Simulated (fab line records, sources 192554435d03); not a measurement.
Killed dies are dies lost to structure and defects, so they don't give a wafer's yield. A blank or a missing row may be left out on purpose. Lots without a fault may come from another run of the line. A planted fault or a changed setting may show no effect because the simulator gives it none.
Which tool did it? | flow n5_finfet | 8 lots, 24 wafers sampled, at 8 steps of a route of 1938

WHAT THE GAUGES READ, wafer by wafer
N5_FIN_SAQP_INSPECT_40: inspects for defects (brightfield). Usual: raw_defect_count 233, standard deviation 72.
lot  | measured    | on                | raw_defect_count | flag
L797 | day 3 03:05 | defect_inspect-02 | 380 205 340      |
L799 | day 3 11:44 | defect_inspect-01 | 191 285 258      |
L802 | day 4 03:06 | defect_inspect-01 | 198 187 143      |
L804 | day 4 14:55 | defect_inspect-01 | 168 192 186      |
L811 | day 6 10:04 | defect_inspect-01 | 191 464 154      |
L814 | day 7 05:02 | defect_inspect-01 | 303 174 218      |
L816 | day 7 14:37 | defect_inspect-02 | 286 285 223      |
L817 | day 7 19:55 | defect_inspect-02 | 269 259 239      |

N5_FIN_CUT_INSPECT_10: inspects for defects (brightfield). Usual: raw_defect_count 43, standard deviation 13.
lot  | measured    | on                | raw_defect_count | flag
L797 | day 3 03:37 | defect_inspect-02 | 60 40 72         |
L799 | day 3 12:08 | defect_inspect-01 | 38 43 28         |
L802 | day 4 03:30 | defect_inspect-01 | 38 36 25         |
L804 | day 4 15:25 | defect_inspect-01 | 41 32 31         |
L811 | day 6 10:35 | defect_inspect-02 | 43 318 38        | OFF
L814 | day 7 05:25 | defect_inspect-02 | 62 45 52         |
L816 | day 7 15:07 | defect_inspect-02 | 38 59 40         |
L817 | day 7 20:26 | defect_inspect-01 | 44 41 33         |

N5_FIN_CUT_INSPECT_17: inspects for defects (brightfield). Usual: raw_defect_count 234, standard deviation 68.
lot  | measured    | on                | raw_defect_count | flag
L797 | day 3 04:34 | defect_inspect-02 | 385 223 343      |
L799 | day 3 13:07 | defect_inspect-02 | 252 364 311      |
L802 | day 4 04:55 | defect_inspect-02 | 243 222 172      |
L804 | day 4 16:23 | defect_inspect-01 | 170 201 191      |
L811 | day 6 11:32 | defect_inspect-02 | 233 514 187      |
L814 | day 7 06:43 | defect_inspect-02 | 391 211 260      |
L816 | day 7 16:26 | defect_inspect-01 | 252 240 181      |
L817 | day 7 21:23 | defect_inspect-01 | 244 219 226      |

N5_BEOL_M4_RC_MEAS_101. Usual: DIBL_N 35.9 mV/V, standard deviation 1.4; DIBL_P 35.9 mV/V, standard deviation 1.7; IOFF_N 0.160 nA/um, standard deviation 0.026; IOFF_P 0.21 nA/um, standard deviation 0.036; ION_N 672 uA/um, standard deviation 11; ION_P 461 uA/um, standard deviation 8.1; SS_N 71.4 mV/dec, standard deviation 0.54; SS_P 73.2 mV/dec, standard deviation 0.67; VT_N 249.3 mV, standard deviation 2.7; VT_P -250 mV, standard deviation 3.9.
lot  | measured     | on        | DIBL_N (mV/V)  | DIBL_P (mV/V)  | IOFF_N (nA/um)    | IOFF_P (nA/um) | ION_N (uA/um) | ION_P (uA/um) | SS_N (mV/dec)  | SS_P (mV/dec)  | VT_N (mV)         | VT_P (mV)      | flag
L797 | day 9 04:48  | prober-02 | 36.3 38.0 36.7 | 36.2 39.1 35.7 | 0.161 0.208 0.169 | 0.22 0.28 0.21 | 674 682 674   | 462 465 454   | 71.1 72.0 71.8 | 74.1 73.7 73.2 | 249.6 246.3 250.4 | -247 -248 -247 |
L799 | day 9 14:31  | prober-01 | 37.4 37.1 35.0 | 35.6 36.0 33.4 | 0.178 0.178 0.136 | 0.20 0.21 0.16 | 674 686 664   | 456 458 448   | 71.8 71.6 71.7 | 73.3 73.6 72.4 | 247.8 249.2 253.0 | -255 -253 -255 |
L802 | day 10 06:41 | prober-02 | 36.4 34.8 36.5 | 37.4 35.2 36.9 | 0.167 0.132 0.172 | 0.19 0.16 0.20 | 688 673 679   | 457 456 463   | 70.5 71.3 70.6 | 74.0 73.0 73.3 | 249.1 249.8 248.2 | -254 -256 -251 |
L804 | day 10 14:10 | prober-02 | 35.7 34.4 33.6 | 35.9 34.8 33.0 | 0.157 0.137 0.122 | 0.21 0.20 0.17 | 667 666 648   | 456 463 452   | 71.3 70.3 71.2 | 73.0 73.0 71.8 | 250.1 248.8 253.3 | -247 -248 -251 |
L811 | day 11 21:24 | prober-02 | 37.7 38.6 36.4 | 38.0 38.5 36.7 | 0.194 0.223 0.178 | 0.29 0.30 0.26 | 690 675 681   | 478 467 474   | 71.5 71.7 71.2 | 73.4 74.1 72.9 | 245.4 243.9 244.9 | -244 -244 -244 |
L814 | day 13 21:21 | prober-02 | 36.1 37.1 37.0 | 34.4 36.0 36.6 | 0.142 0.142 0.158 | 0.15 0.17 0.18 | 664 643 674   | 450 441 450   | 70.9 71.9 71.8 | 72.8 73.1 73.2 | 249.5 253.3 248.2 | -258 -254 -255 |
L816 | day 13 21:41 | prober-01 | 36.2 35.4 34.2 | 37.0 37.1 34.5 | 0.186 0.171 0.136 | 0.23 0.22 0.18 | 670 690 660   | 458 465 451   | 72.1 71.6 71.1 | 73.9 74.4 72.8 | 245.1 248.0 251.7 | -248 -250 -253 |
L817 | day 14 04:16 | prober-02 | 36.1 35.0 38.2 | 36.2 35.4 39.4 | 0.149 0.136 0.190 | 0.18 0.17 0.24 | 665 678 675   | 456 459 462   | 71.0 70.9 71.5 | 72.9 73.7 74.2 | 252.6 253.1 249.5 | -253 -255 -248 |

WHICH TOOL RAN EACH LOT (tool, then ch and the chambers of the sampled wafers, then the start)
lot  | N5_FIN_SAQP_HM_DEP_72          | N5_FIN_SAQP_RECESS_63             | N5_FIN_SAQP_ETCH_34               | N5_FIN_SAQP_HM_CD_35
L797 | pecvd-04 ch 0,1,2, day 2 15:14 | vapor_etch-02 ch 0,1, day 2 20:47 | rie_diel-05 ch 0,2,3, day 3 02:37 | cd_sem-01, day 3 02:46
L799 | pecvd-04 ch 0,1,2, day 3 04:25 | vapor_etch-01 ch 0,1, day 3 08:32 | rie_diel-06 ch 0,1,3, day 3 11:17 | cd_sem-03, day 3 11:25
L802 | pecvd-01 ch 0,1, day 3 22:20   | vapor_etch-02 ch 0,1, day 4 01:15 | rie_diel-01 ch 0,1,2, day 4 02:38 | cd_sem-02, day 4 02:47
L804 | pecvd-04 ch 0,1,2, day 4 09:51 | vapor_etch-02 ch 0,1, day 4 13:02 | rie_diel-06 ch 1,2, day 4 14:26   | cd_sem-01, day 4 14:35
L811 | pecvd-04 ch 0,1,2, day 6 05:02 | vapor_etch-01 ch 0,1, day 6 08:12 | rie_diel-01 ch 1,2, day 6 09:36   | cd_sem-03, day 6 09:46
L814 | pecvd-01 ch 0,1,2, day 6 23:29 | vapor_etch-02 ch 0,1, day 7 02:35 | rie_diel-05 ch 2,3, day 7 04:34   | cd_sem-03, day 7 04:43
L816 | pecvd-03 ch 0,1, day 7 09:29   | vapor_etch-01 ch 0,1, day 7 12:32 | rie_diel-05 ch 2,3, day 7 14:08   | cd_sem-02, day 7 14:17
L817 | pecvd-03 ch 0,1, day 7 14:33   | vapor_etch-01 ch 0,1, day 7 17:53 | rie_diel-06 ch 1,2, day 7 19:26   | cd_sem-01, day 7 19:35
- N5_FIN_SAQP_HM_DEP_72: deposits SiO2 from SiH4/N2O, target thk 12 nm, time 7.2 s.
- N5_FIN_SAQP_RECESS_63: chemistry HF/NH3, target SiO2, target depth 18 nm, afs cycles 3, sublimation time 60 s.
- N5_FIN_SAQP_ETCH_34: etches SiO2 in C4F6/O2, target depth 45 nm, time 15 s.
- N5_FIN_SAQP_HM_CD_35: target cd 8 nm.

WHAT THE TOOLS THEMSELVES READ (means of the sampled wafers that have a number; where no wafer has one, the mark that the record gives instead)
N5_FIN_SAQP_HM_DEP_72. Usual: heater_power_w 824 W, standard deviation 120; showerhead_plenum_p_Torr 8.08 Torr, standard deviation 0.14.
lot  | tool     | heater_power_w (W) | showerhead_plenum_p_Torr (Torr) | flag
L797 | pecvd-04 | 906                | 8.00                            |
L799 | pecvd-04 | 938                | 8.00                            |
L802 | pecvd-01 | 730                | 8.02                            |
L804 | pecvd-04 | 907                | 8.00                            |
L811 | pecvd-04 | 951                | 7.98                            |
L814 | pecvd-01 | 786                | 8.09                            |
L816 | pecvd-03 | 742                | 8.14                            |
L817 | pecvd-03 | 681                | 8.10                            |

N5_FIN_SAQP_RECESS_63. Usual: drypump_motor_current_A 5.8 A, standard deviation 0.35; foreline_p_Torr 0.1279 Torr, standard deviation 0.00041.
lot  | tool          | drypump_motor_current_A (A) | foreline_p_Torr (Torr) | flag
L797 | vapor_etch-02 | 6.1                         | 0.1281                 |
L799 | vapor_etch-01 | 5.5                         | 0.1281                 |
L802 | vapor_etch-02 | 6.2                         | 0.1281                 |
L804 | vapor_etch-02 | 6.2                         | 0.1280                 |
L811 | vapor_etch-01 | 5.5                         | 0.1278                 |
L814 | vapor_etch-02 | 6.2                         | 0.1280                 |
L816 | vapor_etch-01 | 5.5                         | 0.1283                 |
L817 | vapor_etch-01 | 5.5                         | 0.1279                 |

N5_FIN_SAQP_ETCH_34. Usual: O2_flow_sccm 10.00 sccm, standard deviation 0.032; bias_w 185.0 W, standard deviation 0.55; chamber_pressure_mTorr 30.002 mTorr, standard deviation 0.027; drypump_motor_current_A 5.7 A, standard deviation 0.47; etch_rf_on_time_s 15.13 s, standard deviation 0.22; oes_f_703_au 0.75 a.u., standard deviation 0.044; oes_product_au 0.64 a.u., standard deviation 0.041; rf_vpp_V 662 V, standard deviation 9.6; showerhead_plenum_p_Torr 2.81 Torr, standard deviation 0.1; throttle_valve_pct 21.13 %, standard deviation 0.19.
lot  | tool        | O2_flow_sccm (sccm) | bias_w (W) | chamber_pressure_mTorr (mTorr) | drypump_motor_current_A (A) | etch_rf_on_time_s (s) | oes_f_703_au (a.u.) | oes_product_au (a.u.) | rf_vpp_V (V) | showerhead_plenum_p_Torr (Torr) | throttle_valve_pct (%) | flag
L797 | rie_diel-05 | 10.01               | 185.0      | 29.982                         | 5.3                         | 15.25                 | 0.76                | 0.65                  | 662          | 2.75                            | 21.16                  |
L799 | rie_diel-06 | 9.98                | 185.1      | 29.997                         | 5.8                         | 15.17                 | 0.78                | 0.67                  | 669          | 2.93                            | 21.16                  |
L802 | rie_diel-01 | 9.96                | 185.0      | 29.992                         | 6.0                         | 15.11                 | 0.77                | 0.65                  | 658          | 2.89                            | 20.98                  |
L804 | rie_diel-06 | 10.03               | 184.9      | 29.975                         | 5.7                         | 14.88                 | 0.75                | 0.63                  | 667          | 2.79                            | 21.29                  |
L811 | rie_diel-01 | 10.02               | 185.0      | 30.005                         | 6.2                         | 15.22                 | 0.72                | 0.61                  | 654          | 2.86                            | 21.15                  |
L814 | rie_diel-05 | 9.99                | 185.2      | 29.982                         | 5.3                         | 15.28                 | 0.70                | 0.60                  | 668          | 2.76                            | 21.17                  |
L816 | rie_diel-05 | 10.01               | 184.8      | 29.995                         | 5.2                         | 15.12                 | 0.71                | 0.61                  | 660          | 2.80                            | 21.17                  |
L817 | rie_diel-06 | 10.01               | 184.7      | 30.031                         | 5.6                         | 14.80                 | 0.73                | 0.61                  | 667          | 2.74                            | 21.16                  |

N5_FIN_SAQP_HM_CD_35. Usual: cd_nm 8.13 nm, standard deviation 0.24.
lot  | tool      | cd_nm (nm) | flag
L797 | cd_sem-01 | 8.34       |
L799 | cd_sem-03 | 8.03       |
L802 | cd_sem-02 | 8.07       |
L804 | cd_sem-01 | 8.02       |
L811 | cd_sem-03 | 8.34       |
L814 | cd_sem-03 | 8.28       |
L816 | cd_sem-02 | 8.20       |
L817 | cd_sem-01 | 7.91       |

THE ANSWER, worked out from the rows above alone
Rule: a lot is off if the mean of its wafers that have a number lies more than 3 standard deviations from the usual mean. A lot without any number at a reading at which 4 lots or more have one is off too. The other lots that the step has rows for count as sound. The gauges are gone through in route order, then the tools' own readings, and for those a lot's mean is taken as printed above. The first step at which some lot is off is used, and at that step the reading that is off furthest; a lot without a number counts as furthest.
Off: L811, at N5_FIN_CUT_INSPECT_10 (raw_defect_count).
A tool fits if, at a process step before that reading, it ran every lot that is off, and no sound lot after the first of them. The gauges at N5_FIN_CUT_INSPECT_10 are tried like those tools. Can't be told from this: 2 tools fit, pecvd-04 at N5_FIN_SAQP_HM_DEP_72, rie_diel-01 at N5_FIN_SAQP_ETCH_34.

WHAT THE SIMULATOR HAD PUT IN
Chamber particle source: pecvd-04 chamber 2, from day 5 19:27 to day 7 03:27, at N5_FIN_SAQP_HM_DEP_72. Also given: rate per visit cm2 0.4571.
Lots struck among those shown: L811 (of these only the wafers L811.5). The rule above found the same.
